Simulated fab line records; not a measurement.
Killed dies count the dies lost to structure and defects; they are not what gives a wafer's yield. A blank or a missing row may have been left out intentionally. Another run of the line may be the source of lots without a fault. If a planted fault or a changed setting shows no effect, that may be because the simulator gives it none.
Matching of chambers / flow n5_finfet / rie_diel-03 running N5_WELL_APT_DESCUM_30: 4 sister chambers
The step chemistry O2, time 7.9 s. 4 wafers are shown with their chamber, then 11 later ones without.

EACH WAFER AND ITS CHAMBER
wafer=L087.4; chamber=1; drypump_motor_current_A (A)=6.6
wafer=L090.5; chamber=0; drypump_motor_current_A (A)=5.5
wafer=L091.5; chamber=2; drypump_motor_current_A (A)=5.8
wafer=L092.1; chamber=3; drypump_motor_current_A (A)=5.3

WAFERS WITHOUT THEIR CHAMBER
wafer=L092.2; drypump_motor_current_A (A)=5.8
wafer=L092.3; drypump_motor_current_A (A)=6.6
wafer=L092.4; drypump_motor_current_A (A)=5.8
wafer=L092.5; drypump_motor_current_A (A)=6.6
wafer=L092.6; drypump_motor_current_A (A)=5.2
wafer=L093.1; drypump_motor_current_A (A)=6.6
wafer=L093.2; drypump_motor_current_A (A)=5.8
wafer=L093.3; drypump_motor_current_A (A)=5.3
wafer=L097.1; drypump_motor_current_A (A)=5.8
wafer=L097.3; drypump_motor_current_A (A)=5.3
wafer=L097.6; drypump_motor_current_A (A)=6.6

CHAMBER TAKEN BY EACH
wafer=L092.2; from the rows above=2; in truth=2
wafer=L092.3; from the rows above=1; in truth=1
wafer=L092.4; from the rows above=2; in truth=2
wafer=L092.5; from the rows above=1; in truth=1
wafer=L092.6; from the rows above=3; in truth=3
wafer=L093.1; from the rows above=1; in truth=1
wafer=L093.2; from the rows above=2; in truth=2
wafer=L093.3; from the rows above=3; in truth=3
wafer=L097.1; from the rows above=2; in truth=2
wafer=L097.3; from the rows above=3; in truth=3
wafer=L097.6; from the rows above=1; in truth=1
Correct placement for 11 of the 11. Not placeable from these rows: 0. 0 placed wrongly.
How it was worked out, from the rows above alone: a wafer's distance from a chamber is the root of the sum, over the readings, of the square of ((its reading less the chamber's mean) divided by the reading's scatter). The wafer belongs to the nearest chamber; if the next one is less than 2 further off, it can't be placed. The mean given for a chamber averages the wafers shown for that chamber. The scatter: root of mean squared gap, hidden wafer to nearest shown wafer, with one shown wafer a chamber.
